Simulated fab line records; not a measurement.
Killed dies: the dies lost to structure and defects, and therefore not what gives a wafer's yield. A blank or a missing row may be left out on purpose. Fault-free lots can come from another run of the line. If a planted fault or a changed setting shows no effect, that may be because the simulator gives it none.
Matching of chambers    flow nand-harc    NHARC_A_M1_CMP_23 on cmp-02 has 4 sister chambers
The step polishes, t overpolish 20 s, target thk 154.34 nm. 8 wafers are shown with their chamber, then 8 later ones without.

WAFERS WITH THEIR CHAMBER
wafer   chamber  time-to-endpoint-s (s)  motor-current-A (A)
L788.3  0        34                      12.3
L787.1  3        29                      12.8
L787.5  2        29                      12.2
L787.6  3        27                      12.2
L790.5  2        25                      12.0
L790.6  1        26                      13.3
L792.2  1        27                      13.3
L792.4  0        34                      12.8

WAFERS WITH NO CHAMBER GIVEN
wafer   time-to-endpoint-s (s)  motor-current-A (A)
L792.5  27                      12.4
L793.3  17                      12.9
L797.1  28                      13.3
L797.3  25                      11.8
L797.5  25                      12.3
L796.1  31                      12.9
L796.2  26                      12.1
L796.4  29                      12.3

CHAMBER TAKEN BY EACH
wafer   from the rows above                in truth
L792.5  can't be placed: 3 or 2            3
L793.3  can't be placed: 1 or 2 or 3       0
L797.1  can't be placed: 1 or 3            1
L797.3  can't be placed: 2 or 3            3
L797.5  can't be placed: 2 or 3            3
L796.1  can't be placed: 0 or 3 or 1 or 2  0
L796.2  can't be placed: 2 or 3            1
L796.4  can't be placed: 3 or 2            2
0 of 8 placed correctly. Unplaceable from these rows: 8, with the true chamber sitting among the candidates in 6. Wrongly placed: 0.
How it was worked out, from the rows above alone: a wafer's distance from a chamber is the root of the sum, over the readings, of the square of ((its reading less the chamber's mean) divided by the reading's scatter). The wafer belongs to the nearest chamber; if the next one is less than 2 further off, it can't be placed. A chamber's mean is the mean of its shown wafers. The scatter is the square root of a quotient: the sum, over the shown wafers, of each reading's squared deviation from its chamber's mean, divided by wafers minus chambers.
